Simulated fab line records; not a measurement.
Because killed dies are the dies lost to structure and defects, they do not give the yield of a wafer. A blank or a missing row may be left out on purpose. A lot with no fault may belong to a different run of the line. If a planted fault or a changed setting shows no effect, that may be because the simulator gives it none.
Chamber matching || flow nand_harc || 4 sister chambers for NHARC_A_STAIRCASE_ETCH_253 on rie_diel-07
The step etches the open film in C4F8/O2, target depth 50 nm, time 20.2 s. 22 wafers are shown with their chamber, then 11 later ones without.

== WAFERS PAIRED WITH THEIR CHAMBERS ==
{"wafer": "L074.2", "chamber": 1, "rf_vpp_V (V)": 897, "oes_product_au (a.u.)": 0.951}
{"wafer": "L074.3", "chamber": 0, "rf_vpp_V (V)": 894, "oes_product_au (a.u.)": 0.960}
{"wafer": "L074.5", "chamber": 3, "rf_vpp_V (V)": 895, "oes_product_au (a.u.)": 0.975}
{"wafer": "L076.3", "chamber": 3, "rf_vpp_V (V)": 895, "oes_product_au (a.u.)": 0.963}
{"wafer": "L076.5", "chamber": 2, "rf_vpp_V (V)": 889, "oes_product_au (a.u.)": 0.948}
{"wafer": "L076.6", "chamber": 3, "rf_vpp_V (V)": 894, "oes_product_au (a.u.)": 0.971}
{"wafer": "L078.3", "chamber": 0, "rf_vpp_V (V)": 893, "oes_product_au (a.u.)": 0.931}
{"wafer": "L078.4", "chamber": 3, "rf_vpp_V (V)": 896, "oes_product_au (a.u.)": 0.934}
{"wafer": "L078.5", "chamber": 1, "rf_vpp_V (V)": 897, "oes_product_au (a.u.)": 0.915}
{"wafer": "L079.2", "chamber": 1, "rf_vpp_V (V)": 895, "oes_product_au (a.u.)": 0.951}
{"wafer": "L079.5", "chamber": 3, "rf_vpp_V (V)": 894, "oes_product_au (a.u.)": 0.958}
{"wafer": "L079.6", "chamber": 0, "rf_vpp_V (V)": 893, "oes_product_au (a.u.)": 0.957}
{"wafer": "L080.3", "chamber": 2, "rf_vpp_V (V)": 887, "oes_product_au (a.u.)": 0.961}
{"wafer": "L080.4", "chamber": 0, "rf_vpp_V (V)": 892, "oes_product_au (a.u.)": 0.979}
{"wafer": "L080.6", "chamber": 1, "rf_vpp_V (V)": 897, "oes_product_au (a.u.)": 0.962}
{"wafer": "L082.1", "chamber": 2, "rf_vpp_V (V)": 887, "oes_product_au (a.u.)": 0.956}
{"wafer": "L082.2", "chamber": 0, "rf_vpp_V (V)": 895, "oes_product_au (a.u.)": 0.948}
{"wafer": "L082.3", "chamber": 3, "rf_vpp_V (V)": 894, "oes_product_au (a.u.)": 0.956}
{"wafer": "L082.4", "chamber": 1, "rf_vpp_V (V)": 896, "oes_product_au (a.u.)": 0.945}
{"wafer": "L082.5", "chamber": 1, "rf_vpp_V (V)": 897, "oes_product_au (a.u.)": 0.950}
{"wafer": "L082.6", "chamber": 2, "rf_vpp_V (V)": 888, "oes_product_au (a.u.)": 0.953}
{"wafer": "L081.2", "chamber": 2, "rf_vpp_V (V)": 887, "oes_product_au (a.u.)": 0.975}

SIGNATURES (averages over the wafers above)
{"reading": "rf_vpp_V", "chamber 0": 893.40, "chamber 1": 896.50, "chamber 2": 887.60, "chamber 3": 894.67, "scatter within a chamber": 0.92}
{"reading": "oes_product_au", "chamber 0": 0.95500, "chamber 1": 0.94567, "chamber 2": 0.95860, "chamber 3": 0.95950, "scatter within a chamber": 0.0149}
Rule: distance of a wafer from a chamber = root of the sum over the readings of ((wafer's reading minus chamber's mean) / reading's scatter) squared. If the next closest chamber is less than 2 further off than the closest, the wafer can't be placed; otherwise it belongs to the closest. The scatter: the root of (the sum of the squares of (reading less its chamber's mean) over the shown wafers, divided by (wafers less chambers)).

== WAFERS WHOSE CHAMBER IS MISSING ==
{"wafer": "L081.4", "rf_vpp_V (V)": 893, "oes_product_au (a.u.)": 0.967}
{"wafer": "L081.6", "rf_vpp_V (V)": 894, "oes_product_au (a.u.)": 0.977}
{"wafer": "L090.4", "rf_vpp_V (V)": 892, "oes_product_au (a.u.)": 0.961}
{"wafer": "L090.5", "rf_vpp_V (V)": 895, "oes_product_au (a.u.)": 0.983}
{"wafer": "L090.6", "rf_vpp_V (V)": 893, "oes_product_au (a.u.)": 0.958}
{"wafer": "L092.3", "rf_vpp_V (V)": 888, "oes_product_au (a.u.)": 0.936}
{"wafer": "L092.4", "rf_vpp_V (V)": 894, "oes_product_au (a.u.)": 0.940}
{"wafer": "L092.5", "rf_vpp_V (V)": 893, "oes_product_au (a.u.)": 0.935}
{"wafer": "L095.1", "rf_vpp_V (V)": 893, "oes_product_au (a.u.)": 0.954}
{"wafer": "L095.4", "rf_vpp_V (V)": 895, "oes_product_au (a.u.)": 0.949}
{"wafer": "L095.5", "rf_vpp_V (V)": 886, "oes_product_au (a.u.)": 0.964}

== EACH ONE'S CHAMBER ==
{"wafer": "L081.4", "from the rows above": "can't be placed: 0 or 3", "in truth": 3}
{"wafer": "L081.6", "from the rows above": "can't be placed: 3 or 0", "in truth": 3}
{"wafer": "L090.4", "from the rows above": "can't be placed: 0 or 3", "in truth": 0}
{"wafer": "L090.5", "from the rows above": "can't be placed: 3 or 0 or 1", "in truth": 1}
{"wafer": "L090.6", "from the rows above": "can't be placed: 0 or 3", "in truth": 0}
{"wafer": "L092.3", "from the rows above": 2, "in truth": 2}
{"wafer": "L092.4", "from the rows above": "can't be placed: 0 or 3 or 1", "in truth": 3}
{"wafer": "L092.5", "from the rows above": "can't be placed: 0 or 3", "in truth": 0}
{"wafer": "L095.1", "from the rows above": "can't be placed: 0 or 3", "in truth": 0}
{"wafer": "L095.4", "from the rows above": "can't be placed: 3 or 1 or 0", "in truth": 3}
{"wafer": "L095.5", "from the rows above": 2, "in truth": 2}
Correctly placed: 2 of 11. Can't be placed from these rows: 9 (the true chamber is among the candidates in 9). Number placed wrongly: 0.
